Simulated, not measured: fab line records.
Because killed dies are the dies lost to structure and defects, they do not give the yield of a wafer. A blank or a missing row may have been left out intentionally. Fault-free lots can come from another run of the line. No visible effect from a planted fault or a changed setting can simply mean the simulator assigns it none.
Chamber matching -- flow n5 finfet -- N5_FIN_SAQP_ETCH_52 on rie diel-04: 4 sister chambers
The step etches SOC in N2/H2, target depth 100 nm, overetch 20 nm, time 150 s. 22 wafers are shown with their chamber, then 11 later ones without.

== WAFERS PAIRED WITH THEIR CHAMBERS ==
wafer,chamber,showerhead plenum p Torr (Torr),throttle valve pct (%),rf vpp V (V)
L075.2,1,2.52,17.65,522.7
L075.5,2,2.44,17.90,521.4
L075.6,3,2.61,18.17,527.1
L076.1,2,2.44,17.89,519.8
L076.4,3,2.61,18.15,527.8
L076.6,0,2.43,18.19,521.7
L077.3,3,2.61,18.16,525.5
L077.5,2,2.43,17.89,520.6
L077.6,3,2.61,18.17,526.3
L078.1,1,2.52,17.64,523.7
L078.2,2,2.43,17.90,521.4
L078.5,3,2.61,18.17,524.5
L081.1,3,2.60,18.21,526.2
L081.5,1,2.52,17.66,524.2
L081.6,3,2.60,18.18,525.2
L084.1,0,2.42,18.19,519.5
L084.3,1,2.51,17.67,523.5
L084.4,0,2.42,18.19,520.7
L091.2,1,2.51,17.73,522.7
L091.3,3,2.60,17.75,525.8
L091.6,1,2.51,17.70,522.2
L093.1,1,2.50,17.71,522.5

SIGNATURES (means of the wafers above)
reading,chamber 0,chamber 1,chamber 2,chamber 3,scatter within a chamber
showerhead plenum p Torr,2.4233,2.5129,2.4350,2.6063,0.00622
throttle valve pct,18.1900,17.6800,17.8950,18.1200,0.0959
rf vpp V,520.633,523.071,520.800,526.050,0.917
Rule: a wafer's distance from a chamber is the root of the sum, over the readings, of the square of ((its reading less the chamber's mean) divided by the reading's scatter). The wafer belongs to the nearest chamber; if the next one is less than 2 further off, it can't be placed. The scatter is the square root of a quotient: the sum, over the shown wafers, of each reading's squared deviation from its chamber's mean, divided by wafers minus chambers.

== WAFERS MISSING THEIR CHAMBER ==
wafer,showerhead plenum p Torr (Torr),throttle valve pct (%),rf vpp V (V)
L093.3,2.42,18.22,520.7
L093.6,2.42,17.95,518.4
L094.2,2.42,17.95,521.2
L094.3,2.50,17.70,522.6
L094.5,2.42,17.97,520.5
L096.1,2.59,17.76,525.9
L096.3,2.41,18.24,521.3
L096.5,2.42,17.97,521.7
L097.1,2.42,17.98,519.4
L097.3,2.41,18.25,519.6
L097.5,2.42,17.98,519.1

== THE CHAMBER EACH PASSED THROUGH ==
wafer,from the rows above,in truth
L093.3,0,0
L093.6,can't be placed: 0 or 2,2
L094.2,can't be placed: 2 or 0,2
L094.3,1,1
L094.5,can't be placed: 0 or 2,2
L096.1,3,3
L096.3,0,0
L096.5,can't be placed: 0 or 2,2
L097.1,can't be placed: 0 or 2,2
L097.3,0,0
L097.5,can't be placed: 0 or 2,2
Correctly placed: 5 of 11. Can't be placed from these rows: 6 (the true chamber is among the candidates in 6). Number placed wrongly: 0.
